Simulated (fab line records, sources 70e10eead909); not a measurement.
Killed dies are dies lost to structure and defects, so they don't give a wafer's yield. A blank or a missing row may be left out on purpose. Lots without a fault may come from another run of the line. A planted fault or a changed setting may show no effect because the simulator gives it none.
Chamber matching | flow nand_harc | NHARC_A_CONTACT_DEP_29 on pecvd-01: 3 sister chambers
The step deposits SiON, target thk 70 nm. 3 wafers are shown with their chamber, then 8 later ones without.

WAFERS WITH THEIR CHAMBER
wafer  | chamber | heater_power_w (W)
L425.4 | 0       | 758
L438.2 | 1       | 754
L436.2 | 2       | 837

WAFERS WITHOUT THEIR CHAMBER
wafer  | heater_power_w (W)
L436.5 | 716
L436.6 | 857
L440.4 | 804
L440.5 | 843
L440.6 | 902
L439.1 | 756
L439.2 | 739
L439.4 | 751

WHICH CHAMBER EACH WENT THROUGH
wafer  | from the rows above          | in truth
L436.5 | can't be placed: 1 or 0      | 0
L436.6 | 2                            | 2
L440.4 | can't be placed: 2 or 0 or 1 | 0
L440.5 | 2                            | 2
L440.6 | 2                            | 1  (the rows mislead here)
L439.1 | can't be placed: 0 or 1      | 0
L439.2 | can't be placed: 1 or 0      | 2
L439.4 | can't be placed: 1 or 0      | 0
Placed correctly: 2 of 8. Can't be placed from these rows: 5 (the true chamber is among the candidates in 4). Placed wrongly: 1.
How it was worked out, from the rows above alone: a wafer's distance from a chamber is the root of the sum, over the readings, of the square of ((its reading less the chamber's mean) divided by the reading's scatter). The wafer belongs to the nearest chamber; if the next one is less than 2 further off, it can't be placed. A chamber's mean is the mean of its shown wafers. The scatter: with one shown wafer a chamber, the root of the mean of the squares of how far each hidden wafer lies from its nearest shown one.
